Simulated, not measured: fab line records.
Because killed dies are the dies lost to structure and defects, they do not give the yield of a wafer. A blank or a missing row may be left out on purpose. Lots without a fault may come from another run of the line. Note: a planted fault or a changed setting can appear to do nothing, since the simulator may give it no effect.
Split-lot trial || flow n5_finfet || on a route of 1938 steps: 7 lots, 21 wafers read

== ON THE SPLIT ==
At N5_DUMMY_GATE_COAT_28 (time 60 s, resist thk 10 nm), the setting spin_rpm was moved away from the recipe's 1500 rpm on 3 of the 21 wafers read, by -11.3% to -4.7%. This setting was run at the recipe's value on the other wafers.

The reading is taken at the split's own step.

== THE READING ==
underlayer_of_DUMMY_GATE_COAT_28.thk_nm (the simulator's own value, which no gauge read), in nm, at N5_DUMMY_GATE_COAT_28 (time 60 s, resist thk 10 nm). There is no usual value for it anywhere in the file.

{"wafer": "L074.1", "tool, chamber at the split": "litho_track-03, 0", "spin_rpm as run, rpm": 1500, "against the recipe": "recipe", "underlayer_of_DUMMY_GATE_COAT_28.thk_nm, nm": 10, "against lot-mates on the recipe": "-"}
{"wafer": "L074.2", "tool, chamber at the split": "litho_track-03, 0", "spin_rpm as run, rpm": 1331, "against the recipe": "-11.3%", "underlayer_of_DUMMY_GATE_COAT_28.thk_nm, nm": 10.6, "against lot-mates on the recipe": "+0.6"}
{"wafer": "L074.5", "tool, chamber at the split": "litho_track-03, 0", "spin_rpm as run, rpm": 1331, "against the recipe": "-11.3%", "underlayer_of_DUMMY_GATE_COAT_28.thk_nm, nm": 10.6, "against lot-mates on the recipe": "+0.6"}
{"wafer": "L075.1", "tool, chamber at the split": "litho_track-01, 0", "spin_rpm as run, rpm": 1500, "against the recipe": "recipe", "underlayer_of_DUMMY_GATE_COAT_28.thk_nm, nm": 10, "against lot-mates on the recipe": "-"}
{"wafer": "L075.2", "tool, chamber at the split": "litho_track-01, 0", "spin_rpm as run, rpm": 1500, "against the recipe": "recipe", "underlayer_of_DUMMY_GATE_COAT_28.thk_nm, nm": 10, "against lot-mates on the recipe": "-"}
{"wafer": "L075.3", "tool, chamber at the split": "litho_track-01, 0", "spin_rpm as run, rpm": 1500, "against the recipe": "recipe", "underlayer_of_DUMMY_GATE_COAT_28.thk_nm, nm": 10, "against lot-mates on the recipe": "-"}
{"wafer": "L078.1", "tool, chamber at the split": "litho_track-01, 0", "spin_rpm as run, rpm": 1500, "against the recipe": "recipe", "underlayer_of_DUMMY_GATE_COAT_28.thk_nm, nm": 10, "against lot-mates on the recipe": "-"}
{"wafer": "L078.4", "tool, chamber at the split": "litho_track-01, 0", "spin_rpm as run, rpm": 1500, "against the recipe": "recipe", "underlayer_of_DUMMY_GATE_COAT_28.thk_nm, nm": 10, "against lot-mates on the recipe": "-"}
{"wafer": "L078.5", "tool, chamber at the split": "litho_track-01, 0", "spin_rpm as run, rpm": 1500, "against the recipe": "recipe", "underlayer_of_DUMMY_GATE_COAT_28.thk_nm, nm": 10, "against lot-mates on the recipe": "-"}
{"wafer": "L083.3", "tool, chamber at the split": "litho_track-03, 0", "spin_rpm as run, rpm": 1429, "against the recipe": "-4.7%", "underlayer_of_DUMMY_GATE_COAT_28.thk_nm, nm": 10.2, "against lot-mates on the recipe": "+0.2"}
{"wafer": "L083.5", "tool, chamber at the split": "litho_track-03, 0", "spin_rpm as run, rpm": 1500, "against the recipe": "recipe", "underlayer_of_DUMMY_GATE_COAT_28.thk_nm, nm": 10, "against lot-mates on the recipe": "-"}
{"wafer": "L083.6", "tool, chamber at the split": "litho_track-03, 0", "spin_rpm as run, rpm": 1500, "against the recipe": "recipe", "underlayer_of_DUMMY_GATE_COAT_28.thk_nm, nm": 10, "against lot-mates on the recipe": "-"}
{"wafer": "L094.1", "tool, chamber at the split": "litho_track-03, 0", "spin_rpm as run, rpm": 1500, "against the recipe": "recipe", "underlayer_of_DUMMY_GATE_COAT_28.thk_nm, nm": 10, "against lot-mates on the recipe": "-"}
{"wafer": "L094.2", "tool, chamber at the split": "litho_track-03, 0", "spin_rpm as run, rpm": 1500, "against the recipe": "recipe", "underlayer_of_DUMMY_GATE_COAT_28.thk_nm, nm": 10, "against lot-mates on the recipe": "-"}
{"wafer": "L094.3", "tool, chamber at the split": "litho_track-03, 0", "spin_rpm as run, rpm": 1500, "against the recipe": "recipe", "underlayer_of_DUMMY_GATE_COAT_28.thk_nm, nm": 10, "against lot-mates on the recipe": "-"}
{"wafer": "L096.2", "tool, chamber at the split": "litho_track-01, 0", "spin_rpm as run, rpm": 1500, "against the recipe": "recipe", "underlayer_of_DUMMY_GATE_COAT_28.thk_nm, nm": 10, "against lot-mates on the recipe": "-"}
{"wafer": "L096.3", "tool, chamber at the split": "litho_track-01, 0", "spin_rpm as run, rpm": 1500, "against the recipe": "recipe", "underlayer_of_DUMMY_GATE_COAT_28.thk_nm, nm": 10, "against lot-mates on the recipe": "-"}
{"wafer": "L096.4", "tool, chamber at the split": "litho_track-01, 0", "spin_rpm as run, rpm": 1500, "against the recipe": "recipe", "underlayer_of_DUMMY_GATE_COAT_28.thk_nm, nm": 10, "against lot-mates on the recipe": "-"}
{"wafer": "L097.3", "tool, chamber at the split": "litho_track-02, 0", "spin_rpm as run, rpm": 1500, "against the recipe": "recipe", "underlayer_of_DUMMY_GATE_COAT_28.thk_nm, nm": 10, "against lot-mates on the recipe": "-"}
{"wafer": "L097.4", "tool, chamber at the split": "litho_track-02, 0", "spin_rpm as run, rpm": 1500, "against the recipe": "recipe", "underlayer_of_DUMMY_GATE_COAT_28.thk_nm, nm": 10, "against lot-mates on the recipe": "-"}
{"wafer": "L097.5", "tool, chamber at the split": "litho_track-02, 0", "spin_rpm as run, rpm": 1500, "against the recipe": "recipe", "underlayer_of_DUMMY_GATE_COAT_28.thk_nm, nm": 10, "against lot-mates on the recipe": "-"}

FIT RESULTS
A straight line over all 21 wafers: underlayer_of_DUMMY_GATE_COAT_28.thk_nm changes by -0.0525 nm for each +1% of spin_rpm; r = -1.00; the points scatter about the line by 0.011 nm.
The same after taking each lot's own level away (the mean of its wafers on the recipe; 21 wafers): -0.0525 nm for each +1%; r = -1.00; scatter 0.011 nm.
Per that fit: largest spin_rpm move, reading shift of 0.59 nm.
The lots' own levels span 10.00 to 10.00 nm.
The two slopes agree, so the slope changes little with the lot-to-lot level.
Check: for one of the wafers moved furthest among these (-11.3%), held out of the fit, the line's prediction against its lot-mates is +0.582 nm. Against them it came out at +0.6 nm.

== OTHER SPLITS APPLIED TO THESE WAFERS ==
Before the reading, these wafers also passed through other splits. Each is held against what the fit with the lots' levels taken away leaves over:
{"other split on the same wafers": "N5_ZERO_LAYER_EXPOSE_08 dose_mj", "wafers away from the commonest value": 4, "r with underlayer_of_DUMMY_GATE_COAT_28.thk_nm (lot level and that fit taken away)": -0.06}
{"other split on the same wafers": "N5_ZERO_LAYER_PEB_09 peb_time_s", "wafers away from the commonest value": "as run: not given for these wafers", "r with underlayer_of_DUMMY_GATE_COAT_28.thk_nm (lot level and that fit taken away)": "-"}
{"other split on the same wafers": "N5_WELL_APT_EXPOSE_05 dose_mj", "wafers away from the commonest value": 6, "r with underlayer_of_DUMMY_GATE_COAT_28.thk_nm (lot level and that fit taken away)": -0.09}
{"other split on the same wafers": "N5_WELL_APT_COAT_19 spin_rpm", "wafers away from the commonest value": 10, "r with underlayer_of_DUMMY_GATE_COAT_28.thk_nm (lot level and that fit taken away)": -0.18}
{"other split on the same wafers": "N5_FIN_SAQP_ALD_61 temp_c", "wafers away from the commonest value": 5, "r with underlayer_of_DUMMY_GATE_COAT_28.thk_nm (lot level and that fit taken away)": "+0.06"}
{"other split on the same wafers": "N5_FIN_SAQP_PECVD_06 time_s", "wafers away from the commonest value": 4, "r with underlayer_of_DUMMY_GATE_COAT_28.thk_nm (lot level and that fit taken away)": -0.04}
{"other split on the same wafers": "N5_FIN_SAQP_ETCH_69 target_depth_a", "wafers away from the commonest value": 7, "r with underlayer_of_DUMMY_GATE_COAT_28.thk_nm (lot level and that fit taken away)": "+0.08"}
{"other split on the same wafers": "N5_FIN_SAQP_ETCH_64 bias_w", "wafers away from the commonest value": 7, "r with underlayer_of_DUMMY_GATE_COAT_28.thk_nm (lot level and that fit taken away)": "+0.09"}

== THE FILE'S OWN FIT ==
underlayer_of_DUMMY_GATE_COAT_28.thk_nm changes by -0.0516 nm for each +1% of spin_rpm, r = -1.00.
